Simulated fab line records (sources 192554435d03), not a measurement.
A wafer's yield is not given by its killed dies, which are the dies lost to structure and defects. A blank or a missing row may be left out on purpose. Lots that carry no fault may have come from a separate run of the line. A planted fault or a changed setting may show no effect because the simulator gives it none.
Which of the tools did it? -- flow n5 finfet -- 72 wafers sampled from 24 lots at 1 step of a route of 1938

WHAT THE GAUGES READ, wafer by wafer
N5_MOL_CONTACT_COAG_CD_MEAS_40: target cd 25.1 nm. Usual: cd nm at 25.15 nm, with a standard deviation of 0.25.
lot,measured,on,cd nm (nm),flag
L074,day 5 10:04,cd sem-02,25.08 25.25 25.39,
L075,day 5 13:50,cd sem-02,25.01 24.90 25.10,
L076,day 5 18:25,cd sem-02,25.30 25.49 24.95,
L077,day 6 03:23,cd sem-02,24.91 25.49 25.30,
L078,day 6 07:47,cd sem-03,25.81 25.36 25.28,
L079,day 6 11:39,cd sem-03,25.22 25.16 25.01,
L080,day 6 14:47,cd sem-03,25.42 25.24 25.19,
L081,day 6 23:49,cd sem-03,25.60 25.04 25.16,
L082,day 7 06:28,cd sem-01,25.10 25.50 25.55,
L083,day 7 14:08,cd sem-01,25.19 24.61 24.76,
L084,day 7 14:57,cd sem-02,25.25 25.27 25.45,
L085,day 8 06:20,cd sem-01,24.63 24.82 25.17,
L086,day 8 08:27,cd sem-02,24.97 25.42 25.40,
L087,day 8 13:31,cd sem-02,25.22 25.07 25.24,
L088,day 8 19:27,cd sem-01,25.18 25.59 25.16,
L089,day 8 21:31,cd sem-03,25.08 25.29 24.94,
L090,day 9 04:37,cd sem-02,24.85 24.98 25.28,
L091,day 9 07:29,cd sem-03,25.02 25.21 24.99,
L092,day 9 21:28,cd sem-03,25.18 25.44 24.91,
L093,day 9 23:46,cd sem-03,25.00 25.12 25.31,
L094,day 10 04:34,cd sem-03,24.96 25.29 25.10,
L095,day 10 17:16,cd sem-02,25.16 25.30 24.97,
L096,day 10 20:37,cd sem-02,24.52 24.87 25.12,
L097,day 10 21:17,cd sem-01,25.00 24.87 24.90,

EACH LOT AND THE TOOL THAT RAN IT (in order: tool; ch and the chambers of the sampled wafers; start)
There is no process step in the record ahead of these readings.

AS READ BY THE TOOLS THEMSELVES (means over the sampled wafers that have a number; for cases with no such wafer, the mark the record gives instead)
The record holds no such reading with a usual standard deviation.

THE ANSWER, worked out from the rows above alone
Rule: take the mean of a lot's wafers that have a number; if it is more than 3 standard deviations from the usual mean, the lot is off. A lot without any number at a reading at which 4 lots or more have one is off too. The other lots that the step has rows for count as sound. First the gauges in route order, then the tools' own readings, where a lot's mean is used as printed above. At the first step where some lot is off, the reading lying furthest off is the one used; lots without a number count as furthest.
No lot is off at any reading shown: from this, nothing can be told.

WHAT THE SIMULATOR HAD INSERTED
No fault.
